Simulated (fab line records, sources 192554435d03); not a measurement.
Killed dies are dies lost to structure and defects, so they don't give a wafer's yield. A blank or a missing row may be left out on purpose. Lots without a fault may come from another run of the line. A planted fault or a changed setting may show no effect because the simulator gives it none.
fab line records | flow n5_finfet
record lots=10 wafers=29 last_day=19
route steps=1938 shown BEOL_M1@820 BEOL_M2@845 BEOL_M4@1111
lots that met no fault: from a run of the same line without faults
start_h: hours from the record's first day to the start of the lot's first wafer shown | wait_h: hours since the lot's step before | " the same as in the row above | L1.1+2: a row that stands for several wafers | - no value, or no start given | * or withheld: withheld | < > ~ a bound
route shown NAME@n: a module of which the file shows steps, and the number in the route of the first | usual: mean/standard deviation of fault-free wafers | same: alike in all rows | chamber/n: place in a boat | sites: the reading at each site | _std_site: their standard deviation | _edge_site: outer sites' mean less inner sites' | radius_mm: how far each site lies from the wafer's centre | mask NAME#n: copy n | behind: the tool/chamber that last shaped the wafer | hold: why the lot was held/for how many hours/how that ended | device: the transistor (n, p or np) that didn't switch | end of line: the same wafers' tests at the end of the route | a step without rows: its recipe alone | killed: dies lost to structure and defects at the first sort, not the wafer's yield | map: a wafer's dies, x killed, . not, _ none there
set.NAME: the setting as run; set.NAME@STEP: as run at that earlier step | model.NAME: the simulator's own value behind a step, which no gauge read
steps of the route over a sample of lots; a table a step, a row a wafer
services: from which hour (start_h, from the record's first day; less than 0 if before it) a tool's chamber was out of use, for how many hours, and why
## steps
# step N5_BEOL_M1_SPUTTER_86
# recipe material=Cu target_thk_a=45 temp_c=-20 chamber_pressure_pa=0.07 power_w=withheld time_s=8.29
# usual chamber_pressure_pa=0.06999/0.00014 throttle_valve_pct=30.1/0.9
# columns lot.wafer tool chamber start_h wait_h chamber_pressure_pa throttle_valve_pct
L163.2 pvd_sputter-01 - 157.83 0.1 0.07008 28.5
L163.4 " - " " 0.06996 29.2
L163.5 " - " " 0.06991 30.5
L167.1 pvd_sputter-03 - 162.96 0.1 0.06997 30.8
L167.2 " - " " 0.07008 31.0
L167.6 " - " " 0.07027 30.8
L165.1 pvd_sputter-01 - 163.53 0.1 0.07005 28.5
L165.2 " - " " 0.07021 29.5
L165.6 " - " " 0.06986 30.2
L166.2 pvd_sputter-02 - 166.62 0.1 0.06998 29.8
L166.3 " - " " 0.06999 30.7
L166.4 " - " " 0.06983 29.7
L169.1 pvd_sputter-01 - 169.81 0.1 0.07018 30.1
L169.2 " - " " 0.06971 29.3
L169.6 " - " " 0.07009 30.5
L170.2 pvd_sputter-02 - 171.46 0.1 0.06991 29.7
L170.3 " - " " 0.0701 30.8
L170.5 " - " " 0.06992 30.8
L183.2 pvd_sputter-03 - 250.93 0.1 0.07017 31.2
L183.5 " - " " 0.06992 31.4
L183.6 " - " " 0.07015 32.2
L185.4 pvd_sputter-02 - 257.71 0.1 0.07012 29.4
L185.5 " - " " 0.07015 31.0
L184.1 pvd_sputter-02 - 265.31 0.1 0.06974 30.0
L184.3 " - " " 0.0701 30.7
L184.4 " - " " 0.07014 29.8
L186.1 pvd_sputter-02 - 273.95 0.1 0.07009 30.9
L186.2 " - " " 0.07008 29.8
L186.5 " - " " 0.07005 29.7
# step N5_BEOL_M2_COAT_61
# recipe resist=SOC temp_c=250 time_s=60 spin_rpm=1500 resist_thk_nm=60
# usual chill_plate_temp_C=22.99/0.11 exhaust_pa=45.1/1 heater_power_total_W=500.6/1.8 plate_temp_C=249.98/0.17
# columns lot.wafer tool chamber start_h wait_h chill_plate_temp_C exhaust_pa heater_power_total_W plate_temp_C
L163.2 litho_track-02 0 161.42 0.1 23.10 45.2 499.9 249.85
L163.4 " 0 " " 23.07 45.8 501.8 249.85
L163.5 " 0 " " 23.15 44.9 500.9 249.86
L167.1 litho_track-04 0 166.36 0.1 22.92 45.4 497.8 249.96
L167.2 " 0 " " 22.90 44.2 502.5 250.00
L167.6 " 0 " " 22.94 43.6 498.8 249.93
L165.1 litho_track-02 0 166.70 0.1 23.25 46.0 500.8 250.22
L165.2 " 0 " " 23.01 47.4 499.7 250.03
L165.6 " 0 " " 23.11 47.0 501.7 250.27
L166.2 litho_track-04 0 170.17 0.1 23.11 47.8 498.7 249.92
L166.3 " 0 " " 23.08 46.5 499.8 250.30
L166.4 " 0 " " 23.07 44.9 502.5 249.95
L169.1 litho_track-02 0 172.56 0.1 23.12 46.3 455.4 230.93
L169.2 " 0 " " 22.99 45.6 457.2 231.15
L169.6 " 0 " " 22.92 46.0 455.8 231.15
L170.2 litho_track-02 0 175.35 0.1 22.88 45.8 455.3 231.00
L170.3 " 0 " " 22.93 45.3 455.8 231.02
L170.5 " 0 " " 23.10 44.4 452.7 231.09
L183.2 litho_track-03 0 253.49 0.1 23.22 45.6 501.0 249.68
L183.5 " 0 " " 23.02 45.4 498.7 249.89
L183.6 " 0 " " 23.13 43.9 498.3 250.02
L185.4 litho_track-04 0 262.39 0.1 22.93 47.0 499.3 250.01
L185.5 " 0 " " 23.12 45.6 501.1 249.98
L184.1 litho_track-03 0 268.67 0.1 23.07 44.1 502.6 250.05
L184.3 " 0 " " 22.97 44.3 502.5 249.72
L184.4 " 0 " " 22.92 44.0 499.7 250.05
L186.1 litho_track-03 0 280.32 0.1 22.92 45.0 498.2 249.71
L186.2 " 0 " " 22.99 45.3 501.9 249.83
L186.5 " 0 " " 22.89 45.0 503.3 249.66
# step N5_BEOL_M2_CD_MEAS_11
# recipe target_cd_nm=16.79 landing_energy_ev=500 detector=se_inlens polarity=opening
# usual cd_nm=16.86/0.28
# same landing_energy_ev=500
# columns lot.wafer tool chamber start_h wait_h cd_nm
L163.2 cd_sem-02 0 161.81 - 17.05
L163.4 " 0 " " 16.45
L163.5 " 0 " " 16.86
L167.1 cd_sem-01 0 166.75 - 16.41
L167.2 " 0 " " 16.69
L167.6 " 0 " " 16.98
L165.1 cd_sem-01 0 167.09 - 17.20
L165.2 " 0 " " 17.09
L165.6 " 0 " " 17.31
L166.2 cd_sem-01 0 170.56 - 16.99
L166.3 " 0 " " 16.37
L166.4 " 0 " " 16.75
L169.1 cd_sem-03 0 172.95 - 16.90
L169.2 " 0 " " 16.66
L169.6 " 0 " " 16.81
L170.2 cd_sem-03 0 175.62 - 17.49
L170.3 " 0 " " 16.99
L170.5 " 0 " " 17.19
L183.2 cd_sem-02 0 253.88 - 17.28
L183.5 " 0 " " 16.88
L183.6 " 0 " " 17.08
L185.4 cd_sem-01 0 262.67 - 16.32
L185.5 " 0 " " 16.66
L184.1 cd_sem-02 0 274.77 - 16.95
L184.3 " 0 " " 16.86
L184.4 " 0 " " 16.83
L186.1 cd_sem-03 0 280.59 - 16.76
L186.2 " 0 " " 17.23
L186.5 " 0 " " 16.96
# step N5_BEOL_M2_INSPECT_13
# recipe mode=adi inspect_instrument=brightfield
# usual raw_defect_count=444/110
# columns lot.wafer tool chamber start_h wait_h raw_defect_count
L163.2 defect_inspect-02 - 161.90 0.0 414
L163.4 " - " " 386
L163.5 " - " " 371
L167.1 defect_inspect-01 - 166.84 0.1 460
L167.2 " - " " 439
L167.6 " - " " 410
L165.1 defect_inspect-02 - 167.18 0.1 375
L165.2 " - " " 364
L165.6 " - " " 380
L166.2 defect_inspect-02 - 170.65 0.0 334
L166.3 " - " " 516
L166.4 " - " " 458
L169.1 defect_inspect-02 - 173.04 0.1 655
L169.2 " - " " 426
L169.6 " - " " 558
L170.2 defect_inspect-02 - 175.71 0.0 624
L170.3 " - " " 395
L170.5 " - " " 529
L183.2 defect_inspect-01 - 253.97 0.0 535
L183.5 " - " " 524
L183.6 " - " " 698
L185.4 defect_inspect-01 - 262.75 0.0 443
L185.5 " - " " 489
L184.1 defect_inspect-02 - 274.87 0.1 424
L184.3 " - " " 358
L184.4 " - " " 394
L186.1 defect_inspect-02 - 280.68 0.1 330
L186.2 " - " " 303
L186.5 " - " " 396
# step N5_BEOL_M4_RC_MEAS_101
# usual DIBL_N=36.6/2.1 DIBL_P=36.5/2.7 IOFF_N=0.17/0.043 IOFF_P=0.22/0.045 ION_N=674/17 ION_P=461/9.9 SS_N=71.7/0.79 SS_P=73.4/0.79 VT_N=249/4 VT_P=-250/3.3
# columns lot.wafer tool chamber start_h wait_h DIBL_N[mV/V] DIBL_P[mV/V] IOFF_N[nA/um] IOFF_P[nA/um] ION_N[uA/um] ION_P[uA/um] SS_N[mV/dec] SS_P[mV/dec] VT_N[mV] VT_P[mV]
L163.2 prober-01 0 188.87 0.2 33.1 33.5 0.10 0.14 647 443 70.5 71.6 258 -256
L163.4 " 0 " " 34.9 36.1 0.14 0.18 658 454 71.3 73.0 252 -254
L163.5 " 0 " " 38.3 39.8 0.22 0.24 696 469 72.1 73.2 244 -251
L167.1 prober-01 0 194.77 0.0 39.7 39.8 0.19 0.27 657 452 71.8 75.0 249 -248
L167.2 " 0 " " 36.1 32.2 0.13 0.15 644 439 70.9 72.2 254 -255
L167.6 " 0 " " 35.1 33.3 0.12 0.17 645 449 70.6 72.6 254 -255
L165.1 prober-02 0 194.93 0.0 40.5 39.4 0.23 0.26 695 463 73.2 74.4 247 -250
L165.2 " 0 " " 37.7 35.1 0.17 0.19 676 454 72.8 73.9 250 -254
L165.6 " 0 " " 38.3 37.4 0.20 0.23 693 464 72.4 73.9 248 -248
L166.2 prober-02 0 200.10 0.2 34.9 34.8 0.16 0.26 695 487 71.3 72.6 249 -244
L166.3 " 0 " " 35.6 34.2 0.17 0.25 653 460 71.6 73.1 250 -245
L166.4 " 0 " " 36.0 34.3 0.17 0.25 679 465 71.9 73.2 248 -246
L169.1 prober-02 0 208.94 0.0 39.1 38.8 0.20 0.23 668 454 72.6 73.9 249 -251
L169.2 " 0 " " 41.6 42.6 0.28 0.30 695 467 72.6 74.9 243 -248
L169.6 " 0 " " 41.1 42.1 0.23 0.28 702 472 72.1 74.9 247 -249
L170.2 prober-01 0 209.24 0.2 35.3 37.4 0.13 0.21 659 456 71.8 73.9 252 -251
L170.3 " 0 " " 32.8 33.5 0.10 0.16 664 462 70.7 72.6 256 -254
L170.5 " 0 " " 32.1 33.0 0.10 0.15 662 459 71.0 72.1 257 -254
L183.2 prober-02 0 284.37 0.2 35.6 35.6 0.15 0.19 665 447 71.4 73.5 252 -254
L183.5 " 0 " " 35.8 36.1 0.16 0.19 681 456 71.3 73.6 250 -254
L183.6 " 0 " " 37.1 37.1 0.19 0.22 673 449 72.3 73.9 246 -253
L184.1 prober-02 0 314.36 0.0 36.5 38.2 0.16 0.23 661 455 71.5 74.0 251 -251
L184.3 " 0 " " 40.9 43.3 0.30 0.37 712 483 72.4 75.4 240 -245
L184.4 " 0 " " 36.9 38.2 0.18 0.23 682 462 71.4 74.2 247 -251
L186.1 prober-02 0 320.30 0.0 38.0 35.3 0.19 0.20 693 467 72.9 73.4 246 -252
L186.2 " 0 " " 37.7 35.8 0.16 0.20 654 445 71.8 73.4 251 -252
L186.5 " 0 " " 35.5 33.8 0.14 0.17 680 472 71.3 73.6 251 -252
L185.4 prober-02 0 340.96 0.5 34.8 32.7 0.12 0.14 672 456 70.9 72.0 254 -254
L185.5 " 0 " " 33.9 32.3 0.10 0.14 645 446 70.4 72.4 257 -256
## services
# columns tool chamber start_h hours kind
pvd_sputter-01 - 138.01 14.9 repair
pvd_sputter-02 - 152.82 8.3 repair
## key
first_sign step=N5_BEOL_M2_COAT_61 reading=plate_temp_C direction=down sigmas=99+ usual=* struck=*
effect step=N5_BEOL_M2_COAT_61 reading=heater_power_total_W direction=down sigmas=25 usual=* struck=*
met_at N5_BEOL_M2_COAT_61
struck_lots L169,L170
not_acting_at N5_BEOL_M1_SPUTTER_86,N5_BEOL_M2_CD_MEAS_11,N5_BEOL_M2_INSPECT_13
onset_between 166.70 172.56
fault kind=process_parameter_drift tool=litho_track-02 chamber=- onset_h=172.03 steps=N5_BEOL_M2_COAT_61 channel=temp_c offset=* shape=step end_h=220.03 acts_in=* stated=*
